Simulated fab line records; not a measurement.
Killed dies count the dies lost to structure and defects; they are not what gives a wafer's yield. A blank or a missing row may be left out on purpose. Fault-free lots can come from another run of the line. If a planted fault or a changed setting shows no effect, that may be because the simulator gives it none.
fab line records    flow nand_harc    part 2 of 2: steps 41 to 41 of 41
record lots=6  wafers=18  last_day=23
route steps=1159 shown P_M1@296 P_M2@318 END@1159
lots that met no fault: from a run of the same line without faults
start_h: hours from the record's first day to the start of the lot's first wafer shown    wait_h: hours from the lot's prior step to this one    " the same as in the row above    L1.1+2: several wafers, shown together as one row    - no value, or no start given    * or withheld: withheld    < > ~ a bound
route shown NAME@n: a module of which the file shows steps, and the number in the route of the first    usual: mean and standard deviation over wafers with no fault    same: alike in all rows    chamber/n: place in a boat    sites: per-site readings    _std_site: standard deviation across them    _edge_site: outer sites' mean less inner sites'    radius_mm: for every site, how far away it sits from the centre of the wafer    mask NAME#n: copy n    behind: the tool/chamber that last shaped the wafer    hold: why the lot went on hold/how many hours it stayed there/how the hold came to an end    device: the n, p or np transistor that did not switch    end of line: the route-end tests of the same wafers    where a step has no rows: the recipe by itself    killed: the dies lost at the first sort to structure and to defects; this is not the yield of the wafer    map: a wafer's dies, marking killed ones x, the rest . and places with no die _
set.NAME: the setting that was run; set.NAME@STEP: the one run at that earlier step    model.NAME: the simulator's own value behind a step, which no gauge read
certain route steps with their lots: each step a table, each wafer a row
services: the hour from which a tool's chamber was out of use, counted from the record's first day as start_h (under 0 if before that day), plus the number of hours and why
## steps
# step NHARC_END_SORT_01
# recipe temp_c=25
# usual defect_limited_yield=95.7/1.5  killed_at_array=25/10  killed_at_other=0.6/0.91  killed_at_periphery=3.6/2.9  killed_dies=29/10  killed_open=3.3/2  killed_short=1.9/1.5  sort_bin_2_pct=1.3/0.61  sort_bin_3_pct=0.26/0.19  sort_bin_4_pct=2.7/1  sort_n_pass=648/10  sort_rim_yield_pct=94/3.2  sort_yield_pct=95.7/1.5
# same gross_dies=677  sort_bin_5_pct[%]=0  sort_bin_6_pct[%]=0  sort_bin_7_pct[%]=0  sort_bin_8_pct[%]=0  sort_rim_n_gross=106.00
lot.wafer  tool       chamber  start_h  wait_h  defect_limited_yield[%]  killed_at_array  killed_at_other  killed_at_periphery  killed_dies  killed_open  killed_short  sort_bin_2_pct[%]  sort_bin_3_pct[%]  sort_bin_4_pct[%]  sort_n_pass  sort_rim_yield_pct[%]  sort_yield_pct[%]
L521.3     prober-02  0        446.19   3.1     96.8                     19               0                3                    22           5            1             0.9                0.15               2.2                655          92                     96.8
L521.4     prober-02  0        447.00   3.4     97.6                     13               0                3                    16           1            5             1.0                0.15               1.2                661          97                     97.6
L521.6     prober-02  0        448.62   4.0     96.0                     24               0                3                    27           1            5             0.7                0.44               2.8                650          92                     96.0
L525.1     prober-02  0        460.27   2.5     94.4                     31               2                5                    38           5            0             1.3                0.30               4.0                639          91                     94.4
L525.4     prober-02  0        462.66   3.4     94.4                     35               1                2                    38           7            3             1.5                0.44               3.7                639          92                     94.4
L525.6     prober-02  0        464.24   4.0     93.2                     42               1                3                    46           1            2             2.8                0.30               3.7                631          94                     93.2
L533.2     prober-02  0        508.02   2.8     94.5                     32               0                5                    37           1            3             1.9                0.30               3.2                640          89                     94.5
L533.3     prober-02  0        508.81   3.1     94.8                     32               0                3                    35           2            5             1.6                0.44               3.1                642          92                     94.8
L533.5     prober-02  0        510.40   3.7     95.7                     26               0                3                    29           3            1             1.5                0.59               2.2                648          94                     95.7
L537.2     prober-01  0        533.15   2.8     0                        21               0                656                  677          3            1             96.0               0.15               3.8                0            0                      0
L537.4     prober-01  0        534.75   3.4     96.3                     15               0                10                   25           3            2             1.2                0                  2.5                652          95                     96.3
L537.5     prober-01  0        535.54   3.7     97.0                     12               1                7                    20           4            2             0.6                0.30               2.1                657          98                     97.0
L538.2     prober-01  0        549.12   2.8     94.1                     37               1                2                    40           3            4             1.6                0.44               3.8                637          92                     94.1
L538.3     prober-01  0        549.93   3.1     0                        28               1                648                  677          4            1             96.8               0.30               3.0                0            0                      0
L538.5     prober-01  0        551.54   3.7     0                        31               3                643                  677          7            3             95.4               0.44               4.1                0            0                      0
L543.1     prober-02  0        559.29   2.5     95.9                     26               0                2                    28           4            2             1.2                0.15               2.8                649          90                     95.9
L543.3     prober-02  0        560.86   3.1     96.9                     20               0                1                    21           5            3             0.9                0.15               2.1                656          94                     96.9
L543.6     prober-02  0        563.23   3.9     96.3                     24               0                1                    25           6            0             1.5                0.15               2.1                652          91                     96.3
# killed by level:class
L521.3 A_SLIT:chamber_film_flake=6 A_CHANNEL_HOLE_D1:chamber_film_flake=4 A_M0:geometric_particle:open=3 A_WL_FILL:chamber_film_flake=2 P_CONTACT:geometric_particle:open=1 A_WL_FILL:geometric_particle:short=1 A_WL_FILL:geometric_particle:open=1 P_GATE:chamber_film_flake=1
L521.4 A_SLIT:chamber_film_flake=4 P_M1:chamber_film_flake=3 A_WL_FILL:geometric_particle:short=2 A_ONON_D1:geometric_particle:open=1 A_CHANNEL_FILL_D1:geometric_particle:short=1 A_CONTACT:geometric_particle:short=1 A_M0:geometric_particle:short=1 A_CHANNEL_FILL_D1:chamber_film_flake=1
L521.6 A_SLIT:chamber_film_flake=8 A_CHANNEL_HOLE_D1:chamber_film_flake=3 A_CONTACT:chamber_film_flake=3 A_M0:geometric_particle:short=2 A_WL_FILL:chamber_film_flake=2 A_ONON_D1:geometric_particle:short=1 A_CHANNEL_HOLE_D1:geometric_particle:short=1 A_BLC:geometric_particle:open=1
L525.1 A_SLIT:chamber_film_flake=10 A_CONTACT:chamber_film_flake=9 A_CHANNEL_HOLE_D1:chamber_film_flake=5 A_M0:geometric_particle:open=3 P_M2:chamber_film_flake=3 A_CONTACT:geometric_particle:open=2 THIN_TSV:chamber_film_flake=2 P_STI:chamber_film_flake=1
L525.4 A_CONTACT:chamber_film_flake=12 A_SLIT:chamber_film_flake=8 A_CONTACT:geometric_particle:open=5 A_CHANNEL_HOLE_D1:chamber_film_flake=5 A_ONON_D1:geometric_particle:open=2 P_CONTACT:geometric_particle:short=1 A_WL_FILL:geometric_particle:short=1 A_CONTACT:geometric_particle:short=1
L525.6 A_CHANNEL_HOLE_D1:chamber_film_flake=17 A_SLIT:chamber_film_flake=13 A_CONTACT:chamber_film_flake=10 P_M1:geometric_particle:short=1 A_WL_FILL:geometric_particle:short=1 STARTING-WAFER:geometric_particle:open=1 P_M2:chamber_film_flake=1 P_BONDPAD:chamber_film_flake=1
L533.2 A_SLIT:chamber_film_flake=15 A_CHANNEL_HOLE_D1:chamber_film_flake=6 P_GATE:chamber_film_flake=4 A_STAIRCASE:chamber_film_flake=4 A_CONTACT:chamber_film_flake=3 P_M0:geometric_particle:short=1 A_SGD_CUT:geometric_particle:open=1 A_WL_FILL:geometric_particle:short=1
L533.3 A_SLIT:chamber_film_flake=12 A_STAIRCASE:chamber_film_flake=6 A_CONTACT:chamber_film_flake=5 A_CHANNEL_HOLE_D1:chamber_film_flake=3 P_GATE:chamber_film_flake=2 P_GATE:geometric_particle:short=1 A_ONON_D1:geometric_particle:short=1 A_SGD_CUT:geometric_particle:short=1
L533.5 A_SLIT:chamber_film_flake=14 A_CHANNEL_HOLE_D1:chamber_film_flake=5 A_CONTACT:chamber_film_flake=3 A_STAIRCASE:chamber_film_flake=2 P_M0:geometric_particle:open=1 P_M1:geometric_particle:open=1 A_ONON_D1:geometric_particle:short=1 A_M0:geometric_particle:open=1
L537.2 P_M1:area_pvd=638 P_ZERO_WELL:chamber_film_flake=14 A_CHANNEL_HOLE_D1:chamber_film_flake=5 A_STAIRCASE:chamber_film_flake=5 A_CONTACT:chamber_film_flake=5 P_M2:chamber_film_flake=3 A_ZERO_WELL:chamber_film_flake=2 P_CONTACT:geometric_particle:open=1
L537.4 P_ZERO_WELL:chamber_film_flake=7 A_CHANNEL_HOLE_D1:chamber_film_flake=6 P_GATE:chamber_film_flake=3 A_CONTACT:geometric_particle:open=2 A_STAIRCASE:chamber_film_flake=2 A_CONTACT:chamber_film_flake=2 A_WL_FILL:geometric_particle:short=1 A_CONTACT:geometric_particle:short=1
L537.5 P_ZERO_WELL:chamber_film_flake=6 A_CONTACT:chamber_film_flake=4 A_CHANNEL_HOLE_D1:chamber_film_flake=2 A_ONON_D1:geometric_particle:open=1 A_CHANNEL_FILL_D1:geometric_particle:open=1 A_WL_FILL:geometric_particle:short=1 A_WL_FILL:geometric_particle:open=1 A_CONTACT:geometric_particle:short=1
L538.2 A_SLIT:chamber_film_flake=17 A_STAIRCASE:chamber_film_flake=6 A_CONTACT:chamber_film_flake=4 A_CHANNEL_HOLE_D1:chamber_film_flake=3 A_CHANNEL_FILL_D1:geometric_particle:open=2 P_CONTACT:geometric_particle:open=1 A_SOURCE_PLATE:geometric_particle:short=1 A_CHANNEL_HOLE_D1:geometric_particle:short=1
L538.3 P_M1:area_pvd=645 A_SLIT:chamber_film_flake=13 A_CONTACT:chamber_film_flake=6 P_ZERO_WELL:chamber_film_flake=2 A_CHANNEL_HOLE_D1:chamber_film_flake=2 P_GATE:geometric_particle:open=1 A_CHANNEL_HOLE_D1:geometric_particle:open=1 A_CHANNEL_FILL_D1:geometric_particle:short=1
L538.5 P_M1:area_pvd=640 A_SLIT:chamber_film_flake=14 A_STAIRCASE:chamber_film_flake=4 A_CHANNEL_HOLE_D1:geometric_particle:open=3 P_CONTACT:geometric_particle:open=2 A_CHANNEL_FILL_D1:geometric_particle:short=2 A_CHANNEL_HOLE_D1:chamber_film_flake=2 A_BLC:chamber_film_flake=2
L543.1 A_CHANNEL_HOLE_D1:chamber_film_flake=12 A_BLC:chamber_film_flake=4 A_CONTACT:chamber_film_flake=3 P_STI:geometric_particle:short=1 A_CHANNEL_HOLE_D1:geometric_particle:open=1 A_WL_FILL:geometric_particle:open=1 A_CONTACT:geometric_particle:open=1 A_BLC:geometric_particle:open=1
L543.3 A_CHANNEL_HOLE_D1:chamber_film_flake=10 A_CONTACT:geometric_particle:open=2 A_STAIRCASE:chamber_film_flake=2 P_M1:geometric_particle:open=1 A_CHANNEL_FILL_D1:geometric_particle:open=1 A_CHANNEL_FILL_D1:geometric_particle:short=1 A_SGD_CUT:geometric_particle:short=1 A_WL_FILL:geometric_particle:short=1
L543.6 A_CHANNEL_HOLE_D1:chamber_film_flake=8 A_STAIRCASE:chamber_film_flake=4 A_BLC:chamber_film_flake=3 A_CONTACT:geometric_particle:open=2 A_M0:geometric_particle:open=2 A_SOURCE_PLATE:geometric_particle:open=1 A_CHANNEL_FILL_D1:geometric_particle:open=1 P_BONDPAD:chamber_film_flake=1
# map L537.2 (x killed, . not)
____________x____________
_________xxxxxxx_________
_______xxxxxxxxxxx_______
______xxxxxxxxxxxxx______
_____xxxxxxxxxxxxxxx_____
____xxxxxxxxxxxxxxxxx____
____xxxxxxxxxxxxxxxxx____
___xxxxxxxxxxxxxxxxxxx___
___xxxxxxxxxxxxxxxxxxx___
__xxxxxxxxxxxxxxxxxxxxx__
__xxxxxxxxxxxxxxxxxxxxx__
_xxxxxxxxxxxxxxxxxxxxxxx_
_xxxxxxxxxxxxxxxxxxxxxxx_
_xxxxxxxxxxxxxxxxxxxxxxx_
_xxxxxxxxxxxxxxxxxxxxxxx_
_xxxxxxxxxxxxxxxxxxxxxxx_
xxxxxxxxxxxxxxxxxxxxxxxxx
xxxxxxxxxxxxxxxxxxxxxxxxx
xxxxxxxxxxxxxxxxxxxxxxxxx
xxxxxxxxxxxxxxxxxxxxxxxxx
xxxxxxxxxxxxxxxxxxxxxxxxx
_xxxxxxxxxxxxxxxxxxxxxxx_
_xxxxxxxxxxxxxxxxxxxxxxx_
_xxxxxxxxxxxxxxxxxxxxxxx_
_xxxxxxxxxxxxxxxxxxxxxxx_
_xxxxxxxxxxxxxxxxxxxxxxx_
__xxxxxxxxxxxxxxxxxxxxx__
__xxxxxxxxxxxxxxxxxxxxx__
___xxxxxxxxxxxxxxxxxxx___
___xxxxxxxxxxxxxxxxxxx___
____xxxxxxxxxxxxxxxxx____
____xxxxxxxxxxxxxxxxx____
_____xxxxxxxxxxxxxxx_____
______xxxxxxxxxxxxx______
_______xxxxxxxxxxx_______
_________xxxxxxx_________
____________x____________
# map L538.3 (x killed, . not)
____________x____________
_________xxxxxxx_________
_______xxxxxxxxxxx_______
______xxxxxxxxxxxxx______
_____xxxxxxxxxxxxxxx_____
____xxxxxxxxxxxxxxxxx____
____xxxxxxxxxxxxxxxxx____
___xxxxxxxxxxxxxxxxxxx___
___xxxxxxxxxxxxxxxxxxx___
__xxxxxxxxxxxxxxxxxxxxx__
__xxxxxxxxxxxxxxxxxxxxx__
_xxxxxxxxxxxxxxxxxxxxxxx_
_xxxxxxxxxxxxxxxxxxxxxxx_
_xxxxxxxxxxxxxxxxxxxxxxx_
_xxxxxxxxxxxxxxxxxxxxxxx_
_xxxxxxxxxxxxxxxxxxxxxxx_
xxxxxxxxxxxxxxxxxxxxxxxxx
xxxxxxxxxxxxxxxxxxxxxxxxx
xxxxxxxxxxxxxxxxxxxxxxxxx
xxxxxxxxxxxxxxxxxxxxxxxxx
xxxxxxxxxxxxxxxxxxxxxxxxx
_xxxxxxxxxxxxxxxxxxxxxxx_
_xxxxxxxxxxxxxxxxxxxxxxx_
_xxxxxxxxxxxxxxxxxxxxxxx_
_xxxxxxxxxxxxxxxxxxxxxxx_
_xxxxxxxxxxxxxxxxxxxxxxx_
__xxxxxxxxxxxxxxxxxxxxx__
__xxxxxxxxxxxxxxxxxxxxx__
___xxxxxxxxxxxxxxxxxxx___
___xxxxxxxxxxxxxxxxxxx___
____xxxxxxxxxxxxxxxxx____
____xxxxxxxxxxxxxxxxx____
_____xxxxxxxxxxxxxxx_____
______xxxxxxxxxxxxx______
_______xxxxxxxxxxx_______
_________xxxxxxx_________
____________x____________
## services
tool            chamber  start_h  hours  kind
rie_diel-10     0        104.16   1.7    repair
pecvd-03        -        111.61   13.0   pm
rie_diel-04     -        111.90   9.0    pm
cmp-01          -        118.77   1.9    repair
cmp-01          -        135.46   0.5    repair
rie_diel-01     -        137.80   9.0    pm
rie_diel-10     1        139.59   3.5    repair
pvd_sputter-02  -        143.62   3.0    repair
rie_diel-03     3        148.73   7.9    repair
pecvd-03        0        151.72   2.3    repair
cmp-03          -        156.13   4.0    pm
pvd_sputter-01  -        158.02   10.0   pm
rie_diel-10     1        160.92   7.2    repair
rie_diel-10     -        176.50   9.0    pm
cmp-01          -        179.50   4.0    pm
rie_diel-01     2        194.08   10.1   repair
pecvd-04        -        195.00   13.0   pm
cmp-03          -        210.06   10.7   repair
pvd_sputter-02  -        214.00   10.0   pm
rie_diel-03     -        215.30   9.0    pm
pecvd-03        -        236.09   0.7    repair
pecvd-04        2        246.76   4.9    repair
pecvd-04        1        251.20   27.9   repair
cmp-03          -        254.13   4.0    pm
## key
first_sign step=NHARC_END_SORT_01  reading=killed_at_periphery  direction=up  sigmas=99+  usual=3.6  struck=649
effect step=NHARC_END_SORT_01  reading=sort_bin_2_pct  direction=up  sigmas=99+  usual=1.3  struck=96.1
more_kills_born_at NHARC_P_M1_PVD_21@pvd_sputter-01=1923
met_at NHARC_P_M1_PVD_21
struck_wafers L537.2,L538.3,L538.5
later_rows_left_out L537.2,L538.3,L538.5
fault kind=process_parameter_drift  tool=pvd_sputter-01  chamber=-  onset_h=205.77  steps=NHARC_P_M1_PVD_21  channel=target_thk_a  offset=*  shape=step  end_h=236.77  acts_in=*  stated=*  scope=struck_wafers_only
# later_rows_left_out: the simulator's readings of these wafers behind a module that went badly wrong aren't trusted and aren't shown, but for the sort
